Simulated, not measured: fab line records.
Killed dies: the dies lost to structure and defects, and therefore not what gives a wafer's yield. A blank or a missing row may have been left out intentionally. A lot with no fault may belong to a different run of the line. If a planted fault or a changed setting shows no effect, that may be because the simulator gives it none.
fab line records	flow nand-harc
record: lots: 12	wafers: 36	last-day: 34
route steps=1302 shown A_DECK1_JOINT@530 A_CHANNEL_HOLE_D2@596 A_CHANNEL_FILL_D2@628
lots that met no fault: from a run of the same line without faults
start-h: hours from the record's first day to the start of the lot's first wafer shown	wait-h: hours since the lot's step before	" unchanged from the row above	L1.1+2: several wafers, shown together as one row	- no value present, or no start provided	* or withheld: withheld	< > ~ a bound
route shown NAME@n: names a module that has steps shown in the file, with the first one's number in the route	usual: mean and standard deviation over wafers with no fault	same: alike in all rows	chamber/n: place in a boat	sites: per-site readings	_std_site: the values' standard deviation	_edge_site: inner sites' mean taken away from outer sites' mean	radius-mm: for every site, how far away it sits from the centre of the wafer	mask NAME#n: copy n	behind: tool/chamber where the wafer was last shaped	hold: the reason the lot was held/the length of the hold in hours/how it ended	device: transistor that didn't switch, given as n, p or np	end of line: at the end of the route, the tests of the same wafers	a step without rows: its recipe alone	killed: dies that structure and defects cost at the first sort, which is not the same as the wafer's yield	map: per-die view of a wafer (x killed, . not killed, _ where there is no die)
set.NAME: the setting that was run; set.NAME@STEP: the one run at that earlier step	model.NAME: the simulator's own value behind a step, which no gauge read
a sample of lots followed through the steps of the route, with each step as a table and each wafer as a row
services: from which hour (start-h, from the record's first day; less than 0 if before it) a tool's chamber was out of use, for how many hours, and why
== steps ==
step: NHARC_A_DECK1_JOINT_ETCHBACK_00
recipe: target-depth-a: 300	time-s: 17.4	hbr-flow-sccm: 150	rf-w: 350	icp-w: 350	bias-w: 60	chemistry: HBr
usual: drypump-motor-current-A: 5.6/0.51	oes-product-au: 1.000/0.01	run-length-s: 38.7/0.49	throttle-valve-pct: 23.266/0.0093
same: time-s: 17.4
lot.wafer	tool	chamber	start-h	wait-h	drypump-motor-current-A	oes-product-au	rf-hours-counter-h	run-length-s	throttle-valve-pct
L189.4	rie-si-01	0	274.82	0.1	6.5	1.000	0.5	39.0	23.259
L189.6	"	2	"	"	6.0	1.008	-	39.8	23.248
L189.5	"	3	"	"	5.5	1.006	-	38.8	23.262
L190.3	rie-si-03	1	294.12	0.1	5.2	1.015	0.6	38.2	23.266
L190.5	"	3	"	"	5.7	1.009	-	38.7	23.275
L190.6	"	0	"	"	6.3	0.982	-	39.2	23.260
L193.2	rie-si-03	1	314.04	0.1	5.1	0.991	0.7	38.7	23.261
L193.5	"	2	"	"	5.5	1.007	-	38.5	23.276
L193.6	"	3	"	"	5.7	1.002	-	38.6	23.265
L192.4	rie-si-06	3	314.04	0.1	6.1	1.004	0.4	38.2	23.274
L192.6	"	0	"	"	5.4	0.992	-	38.9	23.262
L192.5	"	1	"	"	5.0	0.984	-	38.2	23.251
L194.1	rie-si-01	2	332.93	0.1	6.0	1.005	0.8	39.8	23.281
L194.4	"	0	"	"	6.4	0.982	0.8	38.9	23.262
L194.2	"	1	"	"	4.7	1.009	0.9	38.2	23.259
L196.3	rie-si-03	3	353.29	0.1	5.7	1.015	0.9	38.8	23.272
L196.2	"	1	"	"	5.1	1.012	0.9	38.6	23.266
L196.6	"	0	"	"	6.4	0.988	-	39.5	23.268
L198.1	rie-si-01	3	362.90	0.1	5.4	1.010	0.9	38.8	23.273
L198.2	"	0	"	"	6.4	1.000	1.0	39.2	23.262
L198.5	"	3	"	"	5.4	1.003	-	38.3	23.277
L199.1	rie-si-03	3	373.75	0.1	5.7	0.998	1.1	38.9	23.257
L199.6	"	3	"	"	5.7	1.006	-	39.0	23.283
L199.5	"	0	"	"	6.3	0.983	-	39.2	23.269
L206.1	rie-si-01	3	454.06	0.1	5.5	0.992	0.5	38.4	23.274
L206.2	"	0	"	"	6.4	1.005	0.4	38.8	23.271
L206.5	"	2	"	"	6.0	0.982	-	39.6	23.270
L207.4	rie-si-01	3	468.23	0.1	5.4	0.997	0.6	38.6	23.276
L207.3	"	0	"	"	6.4	1.000	0.5	39.2	23.256
L207.6	"	0	"	"	6.4	1.008	-	39.0	23.274
L209.2	rie-si-03	2	468.25	0.1	5.4	1.000	0.3	38.2	23.252
L209.5	"	0	"	"	6.3	0.995	-	39.7	23.276
L209.6	"	1	"	"	5.1	1.002	-	38.3	23.268
L208.1	rie-si-03	2	477.53	0.1	5.5	1.019	0.3	38.1	23.261
L208.2	"	0	"	"	6.3	0.989	0.4	38.9	23.271
L208.6	"	1	"	"	5.1	1.006	-	38.9	23.270
step: NHARC_A_CHANNEL_HOLE_D2_ETCH_24
recipe: bias-v: 5000	source-w: withheld	pressure-mtorr: 20	time-s: 906.2	ar-flow-sccm: 375	c4f8-flow-sccm: 93.8	o2-flow-sccm: 31.2	temp-c: -20	target-depth-a: 15000	chemistry: C4F8/O2/Ar
usual: drypump-motor-current-A: 5.74/0.15	showerhead-plenum-p-Torr: 3.64/0.15	throttle-valve-pct: 32.236/0.0098
same: time-s: 906.2
lot.wafer	tool	chamber	start-h	wait-h	drypump-motor-current-A	rf-hours-counter-h	showerhead-plenum-p-Torr	throttle-valve-pct
L189.4	har-etch-01	0	319.69	0.6	5.59	-	3.51	32.223
L189.5	"	0	"	"	5.59	-	3.51	32.244
L189.6	"	1	"	"	5.61	-	3.62	32.236
L190.3	har-etch-02	1	346.26	0.6	5.96	-	3.70	32.234
L190.6	"	1	"	"	5.97	-	3.70	32.254
L190.5	"	0	"	"	5.75	-	3.46	32.247
L193.2	har-etch-01	1	358.67	0.6	5.60	193	3.61	32.232
L193.5	"	1	"	"	5.61	-	3.61	32.235
L193.6	"	0	"	"	5.59	-	3.50	32.233
L192.4	har-etch-02	1	358.86	0.6	5.95	-	3.70	32.241
L192.6	"	0	"	"	5.78	-	3.45	32.242
L192.5	"	1	"	"	5.93	-	3.70	32.222
L194.2	har-etch-01	0	383.99	0.6	5.58	201	3.49	32.248
L194.1	"	1	"	"	5.59	201	3.61	32.240
L194.4	"	0	"	"	5.59	-	3.49	32.245
L196.2	har-etch-01	0	404.20	0.6	5.58	220	3.48	32.223
L196.3	"	0	"	"	5.58	-	3.48	32.224
L196.6	"	1	"	"	5.61	-	3.60	32.242
L198.2	har-etch-02	0	411.45	0.6	5.81	14	3.92	32.237
L198.1	"	1	"	"	5.96	14	3.69	32.240
L198.5	"	0	"	"	5.80	-	3.92	32.238
L199.1	har-etch-02	0	425.58	0.6	5.77	21	3.92	32.226
L199.6	"	1	"	"	5.96	-	3.68	32.244
L199.5	"	0	"	"	5.76	-	3.92	32.219
L206.1	har-etch-02	1	499.68	0.6	5.94	63	3.66	32.237
L206.2	"	0	"	"	5.80	63	3.89	32.239
L206.5	"	1	"	"	5.95	-	3.66	32.257
L207.3	har-etch-02	1	517.94	0.6	5.93	-	3.66	32.225
L207.4	"	0	"	"	5.81	-	3.89	32.244
L207.6	"	0	"	"	5.79	-	3.89	32.222
L209.2	har-etch-01	0	519.24	0.6	5.59	289	3.45	32.225
L209.6	"	1	"	"	5.59	-	3.56	32.238
L209.5	"	0	"	"	5.59	-	3.45	32.233
L208.2	har-etch-01	0	523.24	0.6	5.58	292	3.45	32.229
L208.1	"	1	"	"	5.61	292	3.56	32.215
L208.6	"	0	"	"	5.59	-	3.45	32.240
step: NHARC_A_CHANNEL_FILL_D2_ETCHBACK_08
recipe: target-depth-a: 2200	time-s: 110	c4f8-flow-sccm: 20	ar-flow-sccm: withheld	rf-w: 600	bias-w: 300	chemistry: C4F8
usual: oes-product-au: 0.97/0.036	rf-vpp-V: 440.5/2.9	run-length-s: 131.1/0.36
lot.wafer	tool	chamber	start-h	wait-h	oes-product-au	rf-hours-counter-h	rf-vpp-V	run-length-s
L189.4	rie-diel-04	3	364.85	-	1.00	0	446.9	131.4
L189.6	"	2	"	"	1.02	-	439.6	130.7
L189.5	"	3	"	"	1.00	-	445.2	131.0
L190.3	rie-diel-13	1	392.23	-	1.00	2	442.9	131.8
L190.5	"	1	"	"	0.99	-	441.4	131.5
L190.6	"	2	"	"	1.00	-	438.4	130.9
L192.4	rie-diel-13	0	405.82	-	0.92	2	437.6	130.6
L192.5	"	3	"	"	0.93	-	443.3	131.0
L192.6	"	0	"	"	0.92	-	437.8	130.8
L193.2	rie-diel-04	3	405.90	-	0.93	0	444.5	130.9
L193.6	"	3	"	"	0.93	-	446.4	131.6
L193.5	"	0	"	"	0.94	-	436.5	131.2
L194.4	rie-diel-13	3	434.39	-	0.94	3	441.1	131.5
L194.1	"	0	"	"	0.93	3	438.2	131.0
L194.2	"	1	"	"	0.91	3	443.9	131.8
L196.3	rie-diel-13	3	450.34	-	0.92	4	443.6	130.8
L196.2	"	1	"	"	0.92	4	442.3	131.5
L196.6	"	2	"	"	0.92	-	438.3	130.9
L198.1	rie-diel-13	3	462.07	-	0.99	4	443.8	151.9
L198.2	"	0	"	"	0.99	4	437.5	151.7
L198.5	"	1	"	"	0.98	-	443.3	152.6
L199.1	rie-diel-13	1	474.53	-	0.91	4	441.5	152.7
L199.6	"	2	"	"	0.93	-	438.1	152.1
L199.5	"	3	"	"	0.93	-	443.6	152.0
L206.1	rie-diel-04	1	546.94	-	0.99	0	439.7	131.5
L206.2	"	2	"	"	1.00	0	440.2	130.8
L206.5	"	1	"	"	0.99	-	439.8	131.8
L207.3	rie-diel-13	1	567.06	-	0.91	2	442.4	132.2
L207.4	"	0	"	"	0.95	2	438.8	131.0
L207.6	"	1	"	"	0.92	-	442.8	131.9
L209.2	rie-diel-04	3	570.85	-	0.99	1	446.0	131.4
L209.6	"	3	"	"	1.01	-	445.2	131.1
L209.5	"	0	"	"	0.93	-	438.6	130.7
L208.1	rie-diel-13	1	571.07	-	0.98	2	441.8	131.5
L208.2	"	2	"	"	0.99	2	439.1	130.9
L208.6	"	2	"	"	0.99	-	437.6	130.9
step: NHARC_A_CHANNEL_FILL_D2_CMP_10
recipe: target-thk-nm: 150
usual: motor-current-A: 12.5/1	slurry-filter-dp-kPa: 13.53/0.13	time-to-endpoint-s: 15.5/2.3
lot.wafer	tool	chamber	start-h	wait-h	motor-current-A	slurry-filter-dp-kPa	time-to-endpoint-s
L189.4	cmp-01	1	370.66	0.4	13.9	13.68	16.1
L189.6	"	2	"	"	12.6	13.61	17.5
L189.5	"	3	"	"	11.1	13.45	16.8
L190.3	cmp-04	3	398.16	0.4	13.6	13.37	11.1
L190.6	"	1	"	"	12.8	13.39	11.0
L190.5	"	2	"	"	13.5	13.49	12.6
L193.2	cmp-02	0	411.80	0.4	11.0	13.61	17.7
L193.5	"	2	"	"	11.4	13.38	21.3
L193.6	"	3	"	"	12.1	13.49	15.9
L192.4	cmp-04	1	411.82	0.4	13.3	13.55	14.7
L192.5	"	2	"	"	12.9	13.36	17.6
L192.6	"	3	"	"	13.1	13.65	10.9
L194.2	cmp-01	1	440.11	0.4	14.3	13.58	12.8
L194.4	"	2	"	"	13.4	13.25	13.4
L194.1	"	0	"	"	13.3	13.47	17.0
L196.3	cmp-01	3	456.42	0.4	11.3	13.57	16.5
L196.2	"	2	"	"	12.4	13.53	18.6
L196.6	"	0	"	"	13.4	13.44	16.9
L198.1	cmp-04	2	467.82	0.4	13.4	13.44	16.3
L198.2	"	0	"	"	11.2	13.41	20.0
L198.5	"	1	"	"	12.9	13.91	17.5
L199.1	cmp-04	1	480.37	0.4	13.2	13.66	12.3
L199.6	"	0	"	"	12.2	13.61	15.3
L199.5	"	1	"	"	12.8	13.77	15.1
L206.1	cmp-01	0	552.66	0.4	12.5	13.50	15.3
L206.2	"	1	"	"	13.7	13.47	14.2
L206.5	"	1	"	"	13.4	13.40	17.6
L207.3	cmp-01	2	572.87	0.4	13.2	13.45	15.8
L207.4	"	3	"	"	11.5	13.59	15.8
L207.6	"	0	"	"	12.9	13.43	17.7
L208.2	cmp-01	2	576.58	0.4	13.2	13.87	16.5
L208.1	"	3	"	"	11.3	13.80	14.3
L208.6	"	1	"	"	14.4	13.39	16.6
L209.2	cmp-04	1	576.63	0.4	13.2	13.61	16.1
L209.5	"	2	"	"	13.1	13.61	17.0
L209.6	"	3	"	"	13.7	13.48	13.8
== services ==
tool	chamber	start-h	hours	kind
cmp-01	-	252.62	6.6	repair
rie-diel-13	1	255.47	1.3	repair
rie-diel-13	-	262.61	1.1	repair
rie-diel-13	1	264.89	16.2	repair
cmp-01	-	283.59	4.0	pm
rie-diel-13	1	307.14	4.5	repair
rie-si-03	2	314.82	8.9	repair
rie-diel-13	3	328.66	2.6	repair
cmp-01	-	333.27	1.0	repair
rie-diel-13	-	342.00	9.0	pm
cmp-01	-	342.48	1.8	repair
cmp-01	-	369.62	0.3	repair
cmp-01	-	373.31	0.6	repair
har-etch-02	-	377.00	17.0	pm
cmp-01	-	381.59	4.0	pm
rie-diel-13	1	395.15	3.1	repair
rie-si-03	-	398.05	9.0	pm
cmp-01	-	435.65	0.2	repair
har-etch-02	-	441.44	0.3	repair
rie-si-03	3	477.97	8.6	repair
cmp-01	-	479.59	4.0	pm
rie-diel-13	2	485.64	33.3	repair
rie-diel-13	-	505.12	0.6	repair
rie-diel-13	-	519.00	9.0	pm
== key ==
first-sign: step: NHARC_A_CHANNEL_FILL_D2_ETCHBACK_08	reading: run-length-s	direction: up	sigmas: 58	usual: *	struck: *
effect none on later readings
met-at NHARC_A_CHANNEL_FILL_D2_ETCHBACK_08
struck-lots L198,L199
tester-left-out L198,L199
not-acting-at NHARC_A_DECK1_JOINT_ETCHBACK_00,NHARC_A_CHANNEL_HOLE_D2_ETCH_24,NHARC_A_CHANNEL_FILL_D2_CMP_10
onset-between 450.34 462.07
fault: kind: process-parameter-drift	tool: rie-diel-13	chamber: -	onset-h: 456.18	steps: NHARC_A_CHANNEL_FILL_D2_ETCHBACK_08	channel: time-s	offset: *	shape: step	end-h: 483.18	acts-in: *	stated: *
tester-left-out: of these lots the tester's yield and bins aren't shown, on N5 and GAA mostly nor the transistor test; their killed dies are dies lost to structure and defects alone, not to doping, threshold or leakage, so they don't give the yield
